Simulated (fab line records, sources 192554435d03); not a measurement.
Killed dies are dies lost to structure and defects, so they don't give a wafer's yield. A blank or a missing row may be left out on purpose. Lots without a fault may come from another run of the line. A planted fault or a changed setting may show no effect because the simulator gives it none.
Split-lot experiment | flow n5_finfet | 7 lots, 39 wafers read, on a route of 1938 steps

THE SPLIT
At N5_BEOL_M0_CUTY_ETCH_63 (etches SOC in N2/H2, target depth 82.7 nm, overetch 16.5 nm, time 124 s), the setting time_s was moved away from the recipe's 124 s on 15 of the 39 wafers read, by -35.3% to +40.6%. The other wafers ran this setting at the recipe's value.

FROM THE SPLIT TO THE READING: what the file shows between them, 2 steps
- N5_BEOL_M0_CUTY_STRIP_64: strips in N2/H2
- N5_BEOL_M0_ETCH_138: etches SiCN in CH3F/O2, target depth 12 nm, time 31.6 s

THE READING
SiO2_of_BEOL_M0_SAQP_SPACER2_ALD_26.thk_nm (the simulator's own value, which no gauge read), in nm, at N5_BEOL_M0_HM_OPEN_105 (chemistry Cl2/BCl3, target TiN, target depth 12 nm). The file gives no usual value for it. The 24 wafers here that ran the recipe average 2.6 nm, standard deviation 0.17 nm.

wafer  | tool, chamber at the split | time_s as run, s | against the recipe | SiO2_of_BEOL_M0_SAQP_SPACER2_ALD_26.thk_nm, nm | against lot-mates on the recipe
L075.1 | rie_diel-01, 1,3           | 124              | recipe             | 2.6                                            | -
L075.2 | rie_diel-01, 0             | 174.3            | +40.6%             | 1.8                                            | -0.9
L075.5 | rie_diel-01, 1             | 174.3            | +40.6%             | 1.8                                            | -0.9
L075.6 | rie_diel-01, 0             | 174.3            | +40.6%             | 1.8                                            | -0.9
L075.3 | rie_diel-01, 2             | 124              | recipe             | 2.8                                            | -
L075.4 | rie_diel-01, 1,3           | 124              | recipe             | 2.8                                            | -
L074.2 | rie_diel-05, 0,3,3         | 124              | recipe             | 2.8                                            | -
L074.3 | rie_diel-05, 0,3,3         | 124              | recipe             | 2.8                                            | -
L074.5 | rie_diel-05, 0,3,3         | 124              | recipe             | 2.8                                            | -
L079.1 | rie_diel-01, 3,2,2         | 124              | recipe             | 2.6                                            | -
L079.4 | rie_diel-01, 3,2,2         | 124              | recipe             | 2.6                                            | -
L079.2 | rie_diel-01, 1,3           | 165              | +33.1%             | 1.8                                            | -0.7
L079.3 | rie_diel-01, 0             | 165              | +33.1%             | 1.8                                            | -0.7
L079.5 | rie_diel-01, 1,3           | 165              | +33.1%             | 1.8                                            | -0.7
L079.6 | rie_diel-01, 3,2,2         | 124              | recipe             | 2.4                                            | -
L082.1 | rie_diel-05, 3             | 124              | recipe             | 3                                              | -
L082.2 | rie_diel-05, 2             | 80.25            | -35.3%             | 3.6                                            | +0.9
L082.3 | rie_diel-05, 2             | 80.25            | -35.3%             | 3.8                                            | +1.1
L082.4 | rie_diel-05, 3             | 80.25            | -35.3%             | 4                                              | +1.3
L082.5 | rie_diel-05, 2             | 124              | recipe             | 2.2                                            | -
L082.6 | rie_diel-05, 3             | 124              | recipe             | 2.8                                            | -
L086.1 | rie_diel-03, 1,3,2         | 124              | recipe             | 2.6                                            | -
L086.2 | rie_diel-03, 1,3,2         | 124              | recipe             | 2.6                                            | -
L086.3 | rie_diel-03, 1,3,2         | 124              | recipe             | 2.6                                            | -
L086.4 | rie_diel-03, 0,0,3         | 124              | recipe             | 2.6                                            | -
L086.6 | rie_diel-03, 0,0,3         | 124              | recipe             | 2.6                                            | -
L086.5 | rie_diel-03, 0,0,3         | 124              | recipe             | 2.4                                            | -
L095.1 | rie_diel-03, 2,3,1         | 85.01            | -31.4%             | 3.8                                            | +1.1
L095.3 | rie_diel-03, 2,3,1         | 85.01            | -31.4%             | 3.8                                            | +1.1
L095.5 | rie_diel-03, 2,3,1         | 85.01            | -31.4%             | 3.8                                            | +1.1
L095.2 | rie_diel-03, 1             | 124              | recipe             | 2.8                                            | -
L095.4 | rie_diel-03, 0             | 124              | recipe             | 2.6                                            | -
L095.6 | rie_diel-03, 0             | 124              | recipe             | 2.6                                            | -
L097.1 | rie_diel-03, 3,1           | 124              | recipe             | 2.6                                            | -
L097.5 | rie_diel-03, 3             | 124              | recipe             | 2.6                                            | -
L097.2 | rie_diel-03, 2             | 163.2            | +31.6%             | 2                                              | -0.7
L097.3 | rie_diel-03, 3,1           | 124              | recipe             | 2.8                                            | -
L097.4 | rie_diel-03, 0             | 163.2            | +31.6%             | 1.8                                            | -0.9
L097.6 | rie_diel-03, 2             | 163.2            | +31.6%             | 1.8                                            | -0.9
Where a row lists several chambers, the file gives one row for several wafers and doesn't say which wafer went through which chamber.

THE FIT
A straight line over all 39 wafers: SiO2_of_BEOL_M0_SAQP_SPACER2_ALD_26.thk_nm changes by -0.0279 nm for each +1% of time_s; r = -0.96; the points scatter about the line by 0.18 nm.
The same after taking each lot's own level away (the mean of its wafers on the recipe; 39 wafers): -0.0277 nm for each +1%; r = -0.97; scatter 0.16 nm.
On that fit, the largest move of time_s shifts the reading by 1.1 nm.
The lots' own levels span 2.53 to 2.80 nm, that is 1.6 times the standard deviation above.
So the lot-to-lot level changes the slope little: the two slopes agree.
Check: with one of the wafers moved furthest among these (+40.6%) left out of the fit, the line predicts -1.07 nm for it against its lot-mates. It came out at -0.933 nm against them.

OTHER SPLITS ON THESE WAFERS
These wafers also went through other splits before the reading. Each is held against what the fit with the lots' levels taken away leaves over:
other split on the same wafers        | wafers away from the commonest value | r with SiO2_of_BEOL_M0_SAQP_SPACER2_ALD_26.thk_nm (lot level and that fit taken away)
N5_FIN_SAQP_DEVELOP_15 develop_time_s | 18                                   | -0.14
N5_HKMG_FIN_HK_ALD_01 ald_cycles      | 9                                    | +0.09
N5_MOL_CONTACT_COAG_ALD_27 ald_cycles | 12                                   | -0.28

THE WHOLE CHAIN: every reading that the file lists as answering this split, in the file's order
step                    | what it does                                                            | reading                                                                                     | change (the file's fit)                | r (the file's)
N5_BEOL_M0_CUTY_ETCH_63 | etches SOC in N2/H2, target depth 82.7 nm, overetch 16.5 nm, time 124 s | SiO2_of_BEOL_M0_SAQP_SPACER2_ALD_26.thk_nm (the simulator's own value, which no gauge read) | -0.0333 nm for each +1% of the setting | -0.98
N5_BEOL_M0_ETCH_138     | etches SiCN in CH3F/O2, target depth 12 nm, time 31.6 s                 | SiO2_of_BEOL_M0_SAQP_SPACER2_ALD_26.thk_nm (the simulator's own value, which no gauge read) | -0.0344 nm for each +1% of the setting | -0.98
N5_BEOL_M0_HM_OPEN_105  | chemistry Cl2/BCl3, target TiN, target depth 12 nm                      | SiO2_of_BEOL_M0_SAQP_SPACER2_ALD_26.thk_nm (the simulator's own value, which no gauge read) | -0.0273 nm for each +1% of the setting | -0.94

THE FILE'S OWN FIT
SiO2_of_BEOL_M0_SAQP_SPACER2_ALD_26.thk_nm changes by -0.0273 nm for each +1% of time_s, r = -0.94.
